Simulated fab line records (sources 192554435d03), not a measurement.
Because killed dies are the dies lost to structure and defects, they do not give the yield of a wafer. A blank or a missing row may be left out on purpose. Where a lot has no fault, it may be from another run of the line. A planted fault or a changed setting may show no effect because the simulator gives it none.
The tool behind it: which one? | flow n5Finfet | 9 lots with 25 wafers sampled at 7 steps, on a route of 1938 steps

WHAT THE GAUGES SHOWED, per wafer
N5_BEOL_M0_SAQP_INSPECT_42: inspects for defects (brightfield). Usual: rawDefectCount at 279, with a standard deviation of 77.
lot  | measured     | on               | rawDefectCount | flag
L236 | day 5 14:35  | defectInspect-02 | 189 133 305    | 
L237 | day 5 22:43  | defectInspect-02 | 340 323 346    | 
L238 | day 6 04:37  | defectInspect-02 | 284 291 249    | 
L239 | day 6 08:00  | defectInspect-02 | 233 349 232    | 
L242 | day 9 08:01  | defectInspect-01 | 238 164        | 
L244 | day 9 08:49  | defectInspect-02 | 168 253 208    | 
L248 | day 9 12:17  | defectInspect-02 | 303 754 292    | 
L254 | day 10 05:26 | defectInspect-02 | 258 386 263    | 
L256 | day 10 16:03 | defectInspect-02 | 338 314        | 

N5_BEOL_M0_CUTY_INSPECT_59: inspects for defects (macro). Usual: rawDefectCount at 2.2, with a standard deviation of 1.7.
lot  | measured     | on               | rawDefectCount | flag
L236 | day 5 16:11  | defectInspect-02 | 1 2 4          | 
L237 | day 6 00:05  | defectInspect-02 | 4 0 2          | 
L238 | day 6 06:34  | defectInspect-02 | 2 0 3          | 
L239 | day 6 10:01  | defectInspect-01 | 3 4 3          | 
L242 | day 9 09:32  | defectInspect-01 | 2 4            | 
L244 | day 9 10:35  | defectInspect-01 | 3 0 4          | 
L248 | day 9 14:17  | defectInspect-02 | 4 >300 4       | 
L254 | day 10 06:49 | defectInspect-02 | 2 0 1          | 
L256 | day 10 19:01 | defectInspect-02 | 0 2            | 

N5_BEOL_M4_RC_MEAS_101. Usual: DIBL_N 36.2 mV/V, standard deviation 2.4; DIBL_P 36.2 mV/V, standard deviation 2.6; IOFF_N 0.16 nA/um, standard deviation 0.045; IOFF_P 0.21 nA/um, standard deviation 0.046; ION_N 674 uA/um, standard deviation 17; ION_P 463 uA/um, standard deviation 11; SS_N 71.5 mV/dec, standard deviation 0.77; SS_P 73.1 mV/dec, standard deviation 0.76; VT_N 250 mV, standard deviation 3.9; VT_P -250 mV, standard deviation 3.9.
lot  | measured     | on        | DIBL_N (mV/V)  | DIBL_P (mV/V)  | IOFF_N (nA/um) | IOFF_P (nA/um) | ION_N (uA/um) | ION_P (uA/um) | SS_N (mV/dec)  | SS_P (mV/dec)  | VT_N (mV)   | VT_P (mV)      | flag
L236 | day 7 21:28  | prober-02 | 39.4 37.9 40.5 | 39.7 38.3 40.5 | 0.20 0.16 0.22 | 0.27 0.24 0.30 | 685 692 695   | 474 480 473   | 72.3 71.5 71.9 | 73.8 72.9 74.1 | 249 249 247 | -244 -249 -245 | 
L237 | day 7 18:56  | prober-02 | 32.4 30.5 37.0 | 31.4 28.2 37.0 | 0.10 0.07 0.18 | 0.13 0.10 0.20 | 667 649 678   | 456 448 463   | 69.5 69.5 71.2 | 71.9 70.9 73.7 | 254 261 249 | -258 -261 -252 | 
L238 | day 7 21:52  | prober-01 | 34.6 32.8 31.4 | 37.3 36.1 34.6 | 0.13 0.12 0.10 | 0.16 0.15 0.14 | 646 677 658   | 439 470 457   | 71.7 71.7 70.6 | 73.4 72.2 72.7 | 258 253 255 | -258 -257 -258 | 
L239 | day 8 10:56  | prober-01 | 36.5 37.6 35.0 | 38.4 38.5 35.3 | 0.18 0.20 0.13 | 0.25 0.26 0.19 | 678 701 649   | 464 476 453   | 71.1 71.8 70.9 | 73.2 73.6 72.6 | 247 245 255 | -246 -246 -250 | 
L242 | day 10 22:53 | prober-02 | 36.6 36.7      | 37.4 37.1      | 0.16 0.17      | 0.21 0.20      | 689 683       | 469 461       | 71.8 71.7      | 73.1 73.0      | 249 249     | -250 -253      | 
L244 | day 11 00:43 | prober-02 | 37.0 35.3 33.9 | 38.8 36.0 35.8 | 0.17 0.12 0.12 | 0.20 0.16 0.17 | 672 641 678   | 458 444 461   | 71.5 71.7 70.7 | 72.0 72.7 72.2 | 248 255 252 | -249 -256 -253 | 
L248 | day 11 09:36 | prober-01 | 37.6 31.5 36.7 | 36.0 28.5 34.3 | 0.17 0.09 0.17 | 0.26 0.14 0.23 | 671 648 681   | 466 451 471   | 71.2 69.6 71.2 | 73.7 72.5 73.0 | 250 254 246 | -246 -254 -243 | 
L254 | day 12 15:38 | prober-02 | 37.8 36.7 36.5 | 38.2 37.2 35.5 | 0.20 0.18 0.17 | 0.24 0.22 0.19 | 681 684 670   | 466 465 459   | 71.0 71.7 71.9 | 73.6 73.4 72.6 | 243 248 248 | -247 -251 -249 | 
L256 | day 13 06:20 | prober-02 | 37.1 35.6      | 36.7 35.6      | 0.18 0.15      | 0.21 0.20      | 680 657       | 467 448       | 72.7 71.6      | 73.1 73.5      | 248 252     | -250 -252      | 

WHAT TOOL EACH LOT RAN ON (gives the tool, then ch and the chambers of the sampled wafers, and finally the start)
lot  | N5_BEOL_M0_SAQP_ETCH_101          | N5_BEOL_M0_SAQP_RECESS_109        | N5_BEOL_M0_SAQP_MANDREL2_REMOVE_110 | N5_BEOL_M0_SAQP_ETCH_49
L236 | rieDiel-01 ch 1,2,3, day 5 12:20  | vaporEtch-01 ch 0,1, day 5 13:10  | rieSi-03 ch 1,2,3, day 5 13:56      | rieDiel-06 ch 0,1,3, day 5 15:38
L237 | rieDiel-02 ch 0,1, day 5 20:32    | vaporEtch-01 ch 0,1, day 5 21:28  | rieSi-03 ch 0,2,3, day 5 22:13      | rieDiel-06 ch 0,1, day 5 23:40
L238 | rieDiel-06 ch 0,1,2, day 6 02:17  | vaporEtch-01 ch 0,1, day 6 03:19  | rieSi-03 ch 1,3, day 6 04:06        | rieDiel-01 ch 2,3, day 6 05:57
L239 | rieDiel-06 ch 2,3, day 6 05:42    | vaporEtch-01 ch 0,1, day 6 06:39  | rieSi-04 ch 1,3, day 6 07:29        | rieDiel-01 ch 0,2,3, day 6 09:28
L242 | rieDiel-01 ch 1,2, day 9 04:46    | vaporEtch-01 ch 0,1, day 9 06:44  | rieSi-03 ch 1,3, day 9 07:31        | rieDiel-06 ch 1,3, day 9 09:07
L244 | rieDiel-01 ch 0,2,3, day 9 05:26  | vaporEtch-02 ch 0,1, day 9 07:20  | rieSi-04 ch 1,2, day 9 08:11        | rieDiel-02 ch 0,2, day 9 10:03
L248 | rieDiel-01 ch 0,2,3, day 9 06:25  | vaporEtch-02 ch 0,1, day 9 08:04  | rieSi-03 ch 0,2,3, day 9 11:46      | rieDiel-02 ch 2,3, day 9 13:44
L254 | rieDiel-06 ch 1,2,3, day 10 02:49 | vaporEtch-02 ch 0, day 10 03:47   | rieSi-03 ch 0,2, day 10 04:46       | rieDiel-06 ch 1,2,3, day 10 06:16
L256 | rieDiel-06 ch 1,3, day 10 13:34   | vaporEtch-02 ch 0,1, day 10 14:34 | rieSi-01 ch 1,3, day 10 15:32       | rieDiel-01 ch 0,3, day 10 18:36
- N5_BEOL_M0_SAQP_ETCH_101: etches SiNx in CH3F/O2, target depth 29.9 nm, time 42.7 s.
- N5_BEOL_M0_SAQP_RECESS_109: chemistry HF/NH3, target SiO2, target depth 3 nm, afs cycles 1, sublimation time 60 s.
- N5_BEOL_M0_SAQP_MANDREL2_REMOVE_110: chemistry HBr/Cl2/O2, target a-Si, stops on SiCN, bt time 10 s.
- N5_BEOL_M0_SAQP_ETCH_49: etches SiO2 in CF4/O2, target depth 37 nm.

WHAT THE TOOLS THEMSELVES READ (means of the sampled wafers that have a number; where no wafer has one, the mark that the record gives instead)
N5_BEOL_M0_SAQP_ETCH_101. Usual: drypumpMotorCurrentA 5.7 A, standard deviation 0.45; mfcArSccm 150.0 sccm, standard deviation 0.42; oesProductAu 0.78 a.u., standard deviation 0.097; rfVppV 297 V, standard deviation 7.5; showerheadPlenumPTorr 2.03 Torr, standard deviation 0.069; throttleValvePct 16.40 %, standard deviation 0.3.
lot  | tool       | drypumpMotorCurrentA (A) | mfcArSccm (sccm) | oesProductAu (a.u.) | rfVppV (V) | showerheadPlenumPTorr (Torr) | throttleValvePct (%) | flag
L236 | rieDiel-01 | 5.7                      | 149.7            | 0.72                | 294        | 2.07                         | 16.49                | 
L237 | rieDiel-02 | 5.7                      | 150.1            | 0.76                | 303        | 2.05                         | 16.49                | 
L238 | rieDiel-06 | 5.6                      | 150.1            | 0.74                | 304        | 2.04                         | 16.39                | 
L239 | rieDiel-06 | 5.5                      | 149.8            | 0.69                | 289        | 2.00                         | 16.42                | 
L242 | rieDiel-01 | 5.3                      | 150.0            | 0.70                | 294        | 2.08                         | 16.66                | 
L244 | rieDiel-01 | 5.9                      | 149.9            | 0.78                | 294        | 2.02                         | 16.39                | 
L248 | rieDiel-01 | 5.9                      | 149.7            | 0.78                | 294        | 2.02                         | 16.40                | 
L254 | rieDiel-06 | 5.5                      | 150.1            | 0.81                | 296        | 2.04                         | 16.33                | 
L256 | rieDiel-06 | 5.2                      | 149.7            | 0.85                | 294        | 2.04                         | 16.42                | 

N5_BEOL_M0_SAQP_RECESS_109. Usual: drypumpMotorCurrentA 5.9 A, standard deviation 0.32; forelinePTorr 0.1281 Torr, standard deviation 0.00056; sublimationTempC 180.00 C, standard deviation 0.17.
lot  | tool         | drypumpMotorCurrentA (A) | forelinePTorr (Torr) | sublimationTempC (C) | flag
L236 | vaporEtch-01 | 5.6                      | 0.1278               | 179.99               | 
L237 | vaporEtch-01 | 5.6                      | 0.1282               | 179.94               | 
L238 | vaporEtch-01 | 5.6                      | 0.1279               | 180.08               | 
L239 | vaporEtch-01 | 5.7                      | 0.1284               | 179.87               | 
L242 | vaporEtch-01 | 5.7                      | 0.1283               | 180.06               | 
L244 | vaporEtch-02 | 6.2                      | 0.1284               | 180.06               | 
L248 | vaporEtch-02 | 6.2                      | 0.1278               | 179.97               | 
L254 | vaporEtch-02 | 6.4                      | 0.1282               | 179.81               | 
L256 | vaporEtch-02 | 6.2                      | 0.1280               | 180.19               | 

N5_BEOL_M0_SAQP_MANDREL2_REMOVE_110. Usual: drypumpMotorCurrentA 5.7 A, standard deviation 0.39; oesProductAu 0.997 a.u., standard deviation 0.016; throttleValvePct 36.9 %, standard deviation 0.42.
lot  | tool     | drypumpMotorCurrentA (A) | oesProductAu (a.u.) | throttleValvePct (%) | flag
L236 | rieSi-03 | 5.8                      | 1.000               | 36.9                 | 
L237 | rieSi-03 | 5.6                      | 1.002               | 36.9                 | 
L238 | rieSi-03 | 6.1                      | 1.001               | 36.6                 | 
L239 | rieSi-04 | 5.4                      | 0.983               | 37.3                 | 
L242 | rieSi-03 | 6.1                      | 1.002               | 36.4                 | 
L244 | rieSi-04 | 5.6                      | 0.995               | 37.0                 | 
L248 | rieSi-03 | 5.6                      | 1.009               | 36.9                 | 
L254 | rieSi-03 | 5.7                      | 1.015               | 36.9                 | 
L256 | rieSi-01 | 5.6                      | 1.006               | 37.3                 | 

N5_BEOL_M0_SAQP_ETCH_49. Usual: drypumpMotorCurrentA 5.7 A, standard deviation 0.45; mfcArSccm 100.0 sccm, standard deviation 0.31; oesProductAu 0.78 a.u., standard deviation 0.097; rfVppV 240 V, standard deviation 6.2; showerheadPlenumPTorr 2.23 Torr, standard deviation 0.075; throttleValvePct 15.91 %, standard deviation 0.25.
lot  | tool       | drypumpMotorCurrentA (A) | mfcArSccm (sccm) | oesProductAu (a.u.) | rfVppV (V) | showerheadPlenumPTorr (Torr) | throttleValvePct (%) | flag
L236 | rieDiel-06 | 5.3                      | 99.8             | 0.73                | 244        | 2.23                         | 16.07                | 
L237 | rieDiel-06 | 5.3                      | 100.3            | 0.78                | 248        | 2.28                         | 16.06                | 
L238 | rieDiel-01 | 6.1                      | 99.8             | 0.70                | 241        | 2.26                         | 15.88                | 
L239 | rieDiel-01 | 5.9                      | 99.8             | 0.71                | 238        | 2.23                         | 16.02                | 
L242 | rieDiel-06 | 5.2                      | 100.2            | 0.89                | 240        | 2.25                         | 15.89                | 
L244 | rieDiel-02 | 5.7                      | 100.1            | 0.79                | 247        | 2.29                         | 16.04                | 
L248 | rieDiel-02 | 6.1                      | 99.8             | 0.81                | 241        | 2.12                         | 15.83                | 
L254 | rieDiel-06 | 5.5                      | 99.7             | 0.80                | 239        | 2.25                         | 15.85                | 
L256 | rieDiel-01 | 6.2                      | 99.8             | 0.92                | 239        | 2.20                         | 15.55                | 

THE ANSWER, worked out from the rows above alone
Rule: take the mean of a lot's wafers that have a number; if it is more than 3 standard deviations from the usual mean, the lot is off. Also off: a lot with no number at a reading for which 4 or more lots have one. Any other lot the step has rows for is counted as sound. First the gauges in route order, then the tools' own readings, where a lot's mean is used as printed above. The first step at which some lot is off is used, and at that step the reading that is off furthest; a lot without a number counts as furthest.
No lot is off on any of the readings shown, so nothing can be concluded from this.

WHAT THE SIMULATOR HAD PUT IN
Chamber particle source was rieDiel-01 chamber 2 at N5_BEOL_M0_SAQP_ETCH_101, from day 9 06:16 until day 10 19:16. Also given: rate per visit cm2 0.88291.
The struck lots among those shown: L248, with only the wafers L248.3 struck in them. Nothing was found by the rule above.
